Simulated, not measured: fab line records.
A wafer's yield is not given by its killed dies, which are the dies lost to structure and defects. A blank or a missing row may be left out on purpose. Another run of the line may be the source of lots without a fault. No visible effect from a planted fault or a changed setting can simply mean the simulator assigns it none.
A lot that was struck, set against a sound lot + flow n5-finfet + 33 steps out of a route of 1938
Sound: wafers L667.1, L667.3, L667.6. Wafers struck: L664.1, L664.2, L664.3. The cause comes at the end.
For every step that has rows: the tool of each side, followed by ch and its chambers, followed by its first start. Under that, the readings that differ: sound wafers + struck wafers + difference of the means + sigmas: that difference in standard deviations of wafers without a fault.
alike: words and numbers the same on both sides, and readings whose means are apart by under 2 such deviations; not compared: readings that were withheld, readings missing a value for some wafer, numbers with overlapping values and no deviation given by the record, and bounds like >300 which may hide the same value.
A row with sigmas, a row that says differs or no value, or rows on one side alone: a step with any of these is where the two part. Numbers that don't overlap but have no deviation are shown without sigmas and don't part them. Lack of a reading on every wafer of one side parts them only where that side has two or more wafers.

first, 10 steps without rows for these wafers: N5_SD_EPI_P_PRECLEAN_51 (cleans in NF3:NH3, afs cycles 1, time 20 s, sublimation time 60 s); N5_SD_EPI_P_VAPOR_ETCH_44 (etches SiGe30 in NF3/Ar, time 3.3 s); N5_SD_EPI_P_EPI_21 (deposits SiGe:B, time 355 s); N5_SD_EPI_P_HM_STRIP_48 (strips SiNx in H3PO4, material SiNx, target depth 3 nm); N5_SD_EPI_P_SRD_49 (time 30 s); N5_SD_EPI_P_PRECLEAN_24 (cleans in O3/DIW, time 45 s); N5_SD_EPI_P_PRECLEAN_32 (cleans in dHF, time 10 s); N5_SD_EPI_P_PRECLEAN_33 (cleans in SC2, time 45 s); N5_SD_EPI_P_SRD_25 (time 30 s); N5_SD_ACTIVATION_RTA_00 (time 0 s).
N5_SD_ACTIVATION_LSA_01: time 0.0008 s.
  sound on laser-anneal-02 ch 0, day 8 13:38; struck on laser-anneal-01 ch 0, day 7 16:12
| reading          | sound                | struck               | difference | sigmas |
|------------------|----------------------|----------------------|------------|--------|
| wafer_temp_C_max | 1083.6 1082.8 1084.4 | 1046.0 1045.5 1045.4 | -38.0      | -51    |
N5_SD_ACTIVATION_RS_MEAS_03: the measuring method here is four-point-probe.
  sound on film-metro-01, day 8 13:50; struck on film-metro-01, day 7 16:24
| reading          | sound          | struck         | difference | sigmas |
|------------------|----------------|----------------|------------|--------|
| RS_SD_N (ohm/sq) | 22.0 21.8 22.3 | 25.8 25.4 25.7 | +3.6       | +11    |
  alike: RS_SD_P
then, 19 steps without rows for these wafers: N5_ILD0_LINER_00 (material SiNx, target thk 4 nm, pulse time 1 s, purge time 2 s); N5_ILD0_FCVD_FILL_01 (material SiO2 flowable, target thk 200 nm, time 328.3 s); N5_ILD0_CURE_02 (time 1800 s); N5_ILD0_CMP_03 (polishes, stops on SiNx, t overpolish 1.9 s, target thk 197.38 nm); N5_ILD0_CMP_07 (polishes SiO2 flowable, stops on poly-Si, t overpolish 1.18 s, target thk 138.88 nm); N5_ILD0_PRECLEAN_10 (cleans in NF3:NH3, afs cycles 5, time 20 s, sublimation time 60 s); N5_ILD0_ALD_15 (deposits SiNx, target thk 24 nm, pulse time 1 s, ald cycles 480); N5_ILD0_CMP_12 (polishes SiNx, stops on poly-Si, t overpolish 6 s, target thk 17.67 nm); N5_SDB_HM_DEP_00 (deposits SiNx from SiH4/NH3/N2, target thk 40 nm, time 35.3 s); N5_SDB_COAT_03 (time 60 s, resist thk 100 nm); N5_SDB_COAT_04 (time 60 s, resist thk 18 nm); N5_SDB_COAT_05 (resist thk 90 nm); N5_SDB_EBR_07; N5_SDB_SOFTBAKE_06 (time 60 s); N5_SDB_EXPOSE_08 (exposes mask SDB); N5_SDB_PEB_09 (peb time 60 s); N5_SDB_DEVELOP_10 (develop time 30 s); N5_SDB_DESCUM_16 (chemistry O2, time 7.9 s); N5_SDB_ETCH_17 (etches SiARC in CF4, target depth 23.4 nm, time 39 s).
-- the record jumps here: 5 days lie between the struck wafers' starts before and after (it left off in module SDB and takes up again in module BEOL_M4, whose first step shown is number 1111 of the route) --
N5_BEOL_M4_RC_MEAS_101:
  sound on prober-02 ch 0, day 14 16:29; struck on prober-01 ch 0, day 12 17:21
| reading             | sound             | struck            | difference | sigmas |
|---------------------|-------------------|-------------------|------------|--------|
| DIBL_P (mV/V)       | 38.3 37.9 39.2    | 35.5 37.1 34.4    | -2.8       | -2     |
| RC_DENSE_N (ohm.um) | 18.8 19.1 18.9    | 21.7 22.6 22.5    | +3.3       | +9     |
| RC_N (ohm.um)       | 15.36 15.39 15.48 | 17.89 18.38 18.10 | +2.71      | +9     |
| REXT_N (ohm.um)     | 75.9 77.5 76.5    | 81.1 81.1 81.1    | +4.5       | +3     |
| RS_SD_N (ohm/sq)    | 28.3 28.2 29.1    | 32.4 32.1 32.4    | +3.8       | +8     |
  alike: DIBL_N, IOFF_N, IOFF_P, ION_N, ION_P, SS_N, SS_P, VT_N, VT_P
-- a jump in the record: the struck wafers' starts before and after are 4 days apart (it breaks off in module BEOL_M4 and resumes in module PASSIVATION, where the first step shown is number 1936 of the route) --
N5_PASSIVATION_PROBE_49:
  sound on prober-01, day 19 08:24; struck on prober-02, day 17 04:55
| reading                  | sound          | struck         | difference | sigmas |
|--------------------------|----------------|----------------|------------|--------|
| defect-limited-yield (%) | 87.3 88.8 90.0 | 93.8 90.8 91.7 | +3.4       | +2     |
| killed-dies              | 150 132 118    | 73 108 98      | -40        | -2     |
| sort-n-pass              | 1030 1048 1062 | 1107 1072 1082 | +40        | +2     |
| sort-yield-pct (%)       | 87.3 88.8 90.0 | 93.8 90.8 91.7 | +3.4       | +2     |
  alike: killed_at_M0_to_M3, killed_at_M4_up, killed-at-contacts, killed-at-front-end, killed-at-other, killed-open, killed-short, sort_bin_5_function, sort_bin_6_memory

== WHERE THEY PART ==
Last at N5_PASSIVATION_PROBE_49 as far as this record goes, first at N5_SD_ACTIVATION_LSA_01.

WHY: what the simulator had put in
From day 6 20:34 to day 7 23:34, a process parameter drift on laser-anneal-01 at N5_SD_ACTIVATION_LSA_01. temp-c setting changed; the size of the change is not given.
